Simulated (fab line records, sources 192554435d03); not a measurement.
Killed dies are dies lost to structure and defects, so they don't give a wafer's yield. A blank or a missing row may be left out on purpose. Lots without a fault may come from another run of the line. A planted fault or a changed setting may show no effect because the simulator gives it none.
Chamber matching | flow n5_finfet | N5_BEOL_M4_DESCUM_33 on rie_diel-06: 4 sister chambers
The step chemistry O2, time 7 s. 4 wafers are shown with their chamber, then 8 later ones without.

WAFERS WITH THEIR CHAMBER
wafer  | chamber | drypump_motor_current_A (A)
L085.2 | 2       | 5.77
L089.2 | 0       | 5.60
L089.4 | 3       | 5.27
L094.1 | 1       | 5.58

WAFERS WITHOUT THEIR CHAMBER
wafer  | drypump_motor_current_A (A)
L094.2 | 5.75
L094.3 | 5.58
L095.1 | 5.63
L095.4 | 5.61
L095.5 | 5.58
L096.3 | 5.27
L096.5 | 5.74
L096.6 | 5.27

WHICH CHAMBER EACH WENT THROUGH
wafer  | from the rows above     | in truth
L094.2 | 2                       | 2
L094.3 | can't be placed: 1 or 0 | 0
L095.1 | can't be placed: 0 or 1 | 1
L095.4 | can't be placed: 0 or 1 | 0
L095.5 | can't be placed: 1 or 0 | 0
L096.3 | 3                       | 3
L096.5 | 2                       | 2
L096.6 | 3                       | 3
Placed correctly: 4 of 8. Can't be placed from these rows: 4 (the true chamber is among the candidates in 4). Placed wrongly: 0.
How it was worked out, from the rows above alone: a wafer's distance from a chamber is the root of the sum, over the readings, of the square of ((its reading less the chamber's mean) divided by the reading's scatter). The wafer belongs to the nearest chamber; if the next one is less than 2 further off, it can't be placed. A chamber's mean is the mean of its shown wafers. The scatter: with one shown wafer a chamber, the root of the mean of the squares of how far each hidden wafer lies from its nearest shown one.
